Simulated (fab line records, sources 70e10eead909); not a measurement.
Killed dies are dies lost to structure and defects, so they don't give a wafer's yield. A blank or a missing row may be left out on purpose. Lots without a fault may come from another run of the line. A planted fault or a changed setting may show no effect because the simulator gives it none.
A struck lot beside a sound one | flow nand_harc | 21 steps out of a route of 1159
Sound: wafers L385.2, L385.3, L385.4. Struck: wafer L387.3. (L387.5, L387.6 of the same lot were not struck and are left out.) The cause comes at the end.
At each step with rows: each side's tool, then ch and its chambers, then its first start. Under that, the readings that differ: sound wafers | struck wafers | difference of the means | sigmas: that difference in standard deviations of wafers without a fault.
alike: readings whose means differ by less than 2 such deviations, and words and numbers that are the same on both sides. not compared: withheld readings, readings that some wafer has no value for, bounds like >300 that may hide the same value, and numbers for which the record gives no deviation and whose values overlap.
The two part at a step that has a row with sigmas, a row that says differs or no value, or rows on one side only. Numbers that don't overlap but have no deviation are shown without sigmas and don't part them. A reading that every wafer of one side lacks parts them only if that side has two wafers or more.

NHARC_P_CONTACT_CMP_24: polishes, t overpolish 30 s, target thk 200 nm.
  sound on cmp-03 ch 1,2,3, day 6 01:41; struck on cmp-04 ch 2, day 6 03:31
  alike: motor_current_A, overpolish_run_s, slurry_flow_ml_min, time_to_endpoint_s
then, 1 step without rows for these wafers: NHARC_P_CONTACT_SRD_26.
NHARC_P_CONTACT_INSPECT_27:
  sound on defect_inspect-02, day 6 02:05; struck on defect_inspect-01, day 6 03:53
  alike: raw_defect_count
then, 8 steps without rows for these wafers: NHARC_P_M0_DEP_00 (deposits SiOC, target thk 150 nm); NHARC_P_M0_DEHYDRATE_01 (time 120 s); NHARC_P_M0_HMDS_02 (time 30 s); NHARC_P_M0_COAT_33 (time 65 s); NHARC_P_M0_COAT_03 (resist thk 90 nm); NHARC_P_M0_SOFTBAKE_04 (time 55 s); NHARC_P_M0_EBR_05; NHARC_P_M0_EXPOSE_06 (exposes mask P M0, target cd 90 nm).
NHARC_P_M0_PEB_07: peb time 65 s.
  sound on litho_track-01 ch 0, day 6 02:55; struck on litho_track-01 ch 0, day 6 04:43
  reading                  | sound             | struck | difference | sigmas
  heater_power_total_W (W) | 156.9 157.1 156.7 | 162.8  | +5.9       | +14
then, 1 step without rows for these wafers: NHARC_P_M0_DEVELOP_08 (develop time 35 s).
NHARC_P_M0_CD_MEAS_09: target cd 90 nm.
  sound on cd_sem-02 ch 0, day 6 02:59; struck on cd_sem-03 ch 0, day 6 04:47
  reading    | sound          | struck | difference | sigmas
  cd_nm (nm) | 88.9 89.2 89.8 | 87.4   | -1.9       | -3
NHARC_P_M0_OVL_MEAS_10: pitch 180 nm.
  sound on overlay-01, day 6 03:05; struck on overlay-02, day 6 04:53
  alike: overlay_x_nm, overlay_y_nm
NHARC_P_M0_INSPECT_11:
  sound on defect_inspect-02, day 6 03:07; struck on defect_inspect-01, day 6 04:55
  alike: raw_defect_count
NHARC_P_M0_DESCUM_14: chemistry O2, time 3 s.
  sound on rie_diel-01 ch 1,2,3, day 6 03:11; struck on rie_diel-01 ch 3, day 6 04:59
  reading               | sound             | struck | difference | sigmas
  model.P_M0.cd_nm (nm) | 89.86 88.96 91.13 | 88.1   | -1.9       |
  alike: chamber_pressure_mTorr, drypump_motor_current_A, oes_product_au, rf_vpp_V, showerhead_plenum_p_Torr, throttle_valve_pct
  not compared: rf_hours_counter_h
NHARC_P_M0_ETCH_34: etches the open film in N2/H2, target depth 40 nm, overetch 12 nm, time 43.94 s.
  sound on rie_diel-01 ch 0,2,3, day 6 03:16; struck on rie_diel-01 ch 3, day 6 05:04
  alike: chamber_pressure_mTorr, drypump_motor_current_A, oes_product_au, rf_vpp_V, showerhead_plenum_p_Torr, throttle_valve_pct
  not compared: rf_hours_counter_h
NHARC_P_M0_ETCH_15: etches the open film in C4F8/Ar, target depth 150 nm, overetch 15 nm, time 82.5 s.
  sound on rie_diel-01 ch 1,2,3; struck on rie_diel-01 ch 0
  reading               | sound             | struck | difference | sigmas
  rf_vpp_V (V)          | 441.7 445.7 442.7 | 434.5  | -8.9       | -4
  model.P_M0.cd_nm (nm) | 89.62 88.54 91.14 | 87.53  | -2.24      |
  alike: chamber_pressure_mTorr, oes_product_au
  not compared: rf_hours_counter_h
NHARC_P_M0_CD_MEAS_16:
  sound on cd_sem-03, day 6 03:29; struck on cd_sem-02, day 6 05:17
  reading    | sound          | struck | difference | sigmas
  cd_nm (nm) | 89.6 88.3 91.1 | 87.4   | -2.3       | -2
-- the record jumps here: 14 days lie between the struck wafers' starts before and after (it left off in module P_M0 and takes up again in module END, whose first step shown is number 1159 of the route) --
NHARC_END_SORT_01:
  sound on prober-01 ch 0, day 20 00:13; struck on prober-01 ch 0, day 20 08:46
  alike: defect_limited_yield, killed_at_array, killed_at_other, killed_at_periphery, killed_dies, killed_open, killed_short, sort_bin_2_pct, sort_bin_3_pct, sort_bin_4_pct, sort_n_pass, sort_rim_yield_pct, sort_yield_pct

WHERE THEY PART
First at NHARC_P_M0_PEB_07; last, within this record, at NHARC_P_M0_CD_MEAS_16. Later steps at which nothing parts them and some readings are alike: NHARC_END_SORT_01.

WHY: what the simulator had put in
Process parameter drift: litho_track-01, from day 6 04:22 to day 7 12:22, at NHARC_P_M0_PEB_07. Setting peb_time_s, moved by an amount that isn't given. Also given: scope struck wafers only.
